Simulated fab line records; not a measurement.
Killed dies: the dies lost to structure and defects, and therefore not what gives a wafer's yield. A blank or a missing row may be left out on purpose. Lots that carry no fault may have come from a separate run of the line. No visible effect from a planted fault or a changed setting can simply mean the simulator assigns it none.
A lot that was struck, set against a sound lot    flow n5_finfet    17 out of 1938 route steps
Sound: wafers L665.1, L665.4, L665.6. Struck: wafer L685.4; the same lot's L685.3 was not struck, so it is left out; see the end for the cause.
For every step that has rows: the tool of each side, followed by ch and its chambers, followed by its first start. Under that, the readings that differ: sound wafers    struck wafers    difference of the means    sigmas: that difference in standard deviations of wafers without a fault.
alike: same words and numbers on both sides, and readings whose means sit less than 2 such deviations apart. not compared: any withheld reading, any reading some wafer has no value for, any bound like >300 that may hide the same value, and any number with overlapping values for which the record gives no deviation.
Wherever a step has rows on one side only, a row that says differs or no value, or a row with sigmas, the two part there. Non-overlapping numbers with no deviation appear without sigmas and do not part them. A reading that every wafer of one side lacks parts them only if that side has two wafers or more.

first, 9 steps without rows for these wafers: N5_BEOL_M7_COAT_63 (time 60 s, resist thk 60 nm); N5_BEOL_M7_COAT_64 (time 60 s, resist thk 12 nm); N5_BEOL_M7_COAT_71 (time 60 s, resist thk 5 nm); N5_BEOL_M7_COAT_22 (resist thk 30 nm); N5_BEOL_M7_EBR_24; N5_BEOL_M7_SOFTBAKE_23 (time 60 s); N5_BEOL_M7_EXPOSE_25 (exposes mask V6, target cd 40 nm); N5_BEOL_M7_PEB_26 (peb time 60 s); N5_BEOL_M7_DEVELOP_27 (develop time 30 s).
N5_BEOL_M7_CD_MEAS_28: the cd target is 40 nm.
  sound on cd_sem-02 ch 0, day 9 11:46; struck on cd_sem-02 ch 0, day 15 16:37
  alike: cd_nm
N5_BEOL_M7_OVL_MEAS_29:
  sound on overlay-01 ch 0, day 9 11:48; struck on overlay-02 ch 0, day 15 16:38
  alike: V6_OVL
N5_BEOL_M7_INSPECT_30: inspects for defects (brightfield).
  sound on defect_inspect-01, day 9 11:52; struck on defect_inspect-02, day 15 16:41
  alike: raw_defect_count
N5_BEOL_M7_DESCUM_33: chemistry O2, time 7 s.
  sound on rie_diel-05 ch 0,1,3, day 9 11:53; struck on rie_diel-06 ch 0, day 15 16:44
reading                                       sound              struck  difference  sigmas
rf_vpp_V (V)                                  241.8 242.0 242.9  245.8   +3.6        +2
model.CAR-EUV_of_BEOL_M7_COAT_22.thk_nm (nm)  26 26 26.2         26.6    +0.5        
  alike: drypump_motor_current_A, oes_product_au, showerhead_plenum_p_Torr, throttle_valve_pct
  not compared: rf_fwd_power_W, rf_hours_counter_h
N5_BEOL_M7_ETCH_72: etches underlayer in N2/H2, target depth 6.5 nm, time 5.2 s.
  sound on rie_diel-05 ch 0,1,3, day 9 11:56; struck on rie_diel-06 ch 0, day 15 16:46
  alike: drypump_motor_current_A, etch_rf_on_time_s, oes_product_au, rf_fwd_power_W, rf_vpp_V, showerhead_plenum_p_Torr, throttle_valve_pct
  not compared: rf_hours_counter_h
N5_BEOL_M7_ETCH_65: etches SiARC in CF4, target depth 15.6 nm, time 26 s.
  sound on rie_diel-05 ch 0,1,3, day 9 11:57; struck on rie_diel-06 ch 0, day 15 16:47
reading                                       sound       struck  difference  sigmas
model.CAR-EUV_of_BEOL_M7_COAT_22.thk_nm (nm)  11.2 11 11  11.6    +0.5        
  alike: drypump_motor_current_A, etch_rf_on_time_s, mfc_ar_sccm, oes_product_au, rf_fwd_power_W, rf_vpp_V, showerhead_plenum_p_Torr, throttle_valve_pct
  not compared: rf_hours_counter_h
N5_BEOL_M7_ETCH_66: etches SOC in N2/H2, target depth 80 nm, overetch 16 nm, time 120 s.
  sound on rie_diel-05 ch 0,1,3, day 9 11:58; struck on rie_diel-06 ch 0, day 15 16:48
reading       sound        struck  difference  sigmas
rf_vpp_V (V)  520 521 524  528     +6          +2
  alike: drypump_motor_current_A, oes_product_au, rf_fwd_power_W, showerhead_plenum_p_Torr, throttle_valve_pct
  not compared: rf_hours_counter_h
then, 1 step without rows for these wafers: N5_PASSIVATION_PROBE_49.

WHERE THEY PART
Last at N5_BEOL_M7_ETCH_66 as far as this record goes, first at N5_BEOL_M7_DESCUM_33.

WHY: what had been put in by the simulator
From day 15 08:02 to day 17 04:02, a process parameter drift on rie_diel-06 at N5_BEOL_M7_DESCUM_33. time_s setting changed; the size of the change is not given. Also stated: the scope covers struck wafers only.
